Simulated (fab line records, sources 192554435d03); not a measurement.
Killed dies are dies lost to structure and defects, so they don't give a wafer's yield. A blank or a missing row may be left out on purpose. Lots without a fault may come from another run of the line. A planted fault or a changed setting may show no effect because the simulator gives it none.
Chamber matching | flow n5_finfet | N5_GATE_CUT_CMP_61 on cmp-04: 4 sister chambers
The step polishes, stops on SiNx, t overpolish 3 s. 22 wafers are shown with their chamber, then 11 later ones without.

WAFERS WITH THEIR CHAMBER
wafer  | chamber | motor_current_A (A)
L074.1 | 0       | 11.9
L074.3 | 2       | 11.8
L074.5 | 3       | 13.4
L075.2 | 2       | 11.9
L075.4 | 1       | 14.9
L075.5 | 0       | 12.0
L076.4 | 1       | 14.2
L076.5 | 3       | 13.4
L076.6 | 2       | 11.8
L078.4 | 2       | 12.4
L078.5 | 3       | 13.9
L078.6 | 2       | 12.1
L081.1 | 3       | 13.3
L081.2 | 0       | 12.3
L081.4 | 1       | 14.2
L082.1 | 2       | 11.7
L082.3 | 0       | 11.4
L082.6 | 3       | 13.1
L087.2 | 2       | 12.2
L087.4 | 0       | 11.3
L087.6 | 3       | 13.3
L088.2 | 0       | 12.4

SIGNATURES (means of the wafers above)
reading         | chamber 0 | chamber 1 | chamber 2 | chamber 3 | scatter within a chamber
motor_current_A | 11.883    | 14.433    | 11.986    | 13.400    | 0.342
Rule: a wafer's distance from a chamber is the root of the sum, over the readings, of the square of ((its reading less the chamber's mean) divided by the reading's scatter). The wafer belongs to the nearest chamber; if the next one is less than 2 further off, it can't be placed. The scatter: the root of (the sum of the squares of (reading less its chamber's mean) over the shown wafers, divided by (wafers less chambers)).

WAFERS WITHOUT THEIR CHAMBER
wafer  | motor_current_A (A)
L088.5 | 14.8
L088.6 | 11.2
L090.3 | 11.5
L090.5 | 12.4
L090.6 | 13.4
L096.3 | 11.6
L096.4 | 14.4
L096.6 | 12.0
L097.3 | 14.4
L097.4 | 13.2
L097.5 | 12.2

WHICH CHAMBER EACH WENT THROUGH
wafer  | from the rows above          | in truth
L088.5 | 1                            | 1
L088.6 | can't be placed: 0 or 2      | 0
L090.3 | can't be placed: 0 or 2      | 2
L090.5 | can't be placed: 2 or 0 or 3 | 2
L090.6 | 3                            | 3
L096.3 | can't be placed: 0 or 2      | 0
L096.4 | 1                            | 1
L096.6 | can't be placed: 2 or 0      | 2
L097.3 | 1                            | 1
L097.4 | 3                            | 3
L097.5 | can't be placed: 2 or 0      | 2
Placed correctly: 5 of 11. Can't be placed from these rows: 6 (the true chamber is among the candidates in 6). Placed wrongly: 0.
